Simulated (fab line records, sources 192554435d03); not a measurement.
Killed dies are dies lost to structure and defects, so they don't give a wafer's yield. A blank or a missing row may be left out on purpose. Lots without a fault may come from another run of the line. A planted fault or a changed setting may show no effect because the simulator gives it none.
Chamber matching | flow n5_finfet | N5_BEOL_M12_ETCH_67 on rie_diel-05: 4 sister chambers
The step etches SiARC in CF4, target depth 143 nm, time 238.3 s. 8 wafers are shown with their chamber, then 8 later ones without.

WAFERS WITH THEIR CHAMBER
wafer  | chamber | showerhead_plenum_p_Torr (Torr) | oes_product_au (a.u.)
L079.3 | 3       | 2.19                            | 0.79
L079.6 | 3       | 2.19                            | 0.80
L080.6 | 2       | 2.27                            | 0.72
L081.1 | 2       | 2.26                            | 0.72
L081.6 | 1       | 1.97                            | 0.62
L088.2 | 1       | 1.97                            | 0.61
L088.5 | 0       | 2.20                            | 0.62
L090.1 | 0       | 2.20                            | 0.61

WAFERS WITHOUT THEIR CHAMBER
wafer  | showerhead_plenum_p_Torr (Torr) | oes_product_au (a.u.)
L090.4 | 2.18                            | 0.75
L090.5 | 2.26                            | 0.70
L094.1 | 1.96                            | 0.59
L094.2 | 2.19                            | 0.61
L094.4 | 2.18                            | 0.75
L096.1 | 2.18                            | 0.72
L096.2 | 1.96                            | 0.59
L096.3 | 2.25                            | 0.67

WHICH CHAMBER EACH WENT THROUGH
wafer  | from the rows above | in truth
L090.4 | 3                   | 3
L090.5 | 2                   | 2
L094.1 | 1                   | 1
L094.2 | 0                   | 0
L094.4 | 3                   | 3
L096.1 | 3                   | 3
L096.2 | 1                   | 1
L096.3 | 2                   | 2
Placed correctly: 8 of 8. Can't be placed from these rows: 0. Placed wrongly: 0.
How it was worked out, from the rows above alone: a wafer's distance from a chamber is the root of the sum, over the readings, of the square of ((its reading less the chamber's mean) divided by the reading's scatter). The wafer belongs to the nearest chamber; if the next one is less than 2 further off, it can't be placed. A chamber's mean is the mean of its shown wafers. The scatter: the root of (the sum of the squares of (reading less its chamber's mean) over the shown wafers, divided by (wafers less chambers)).
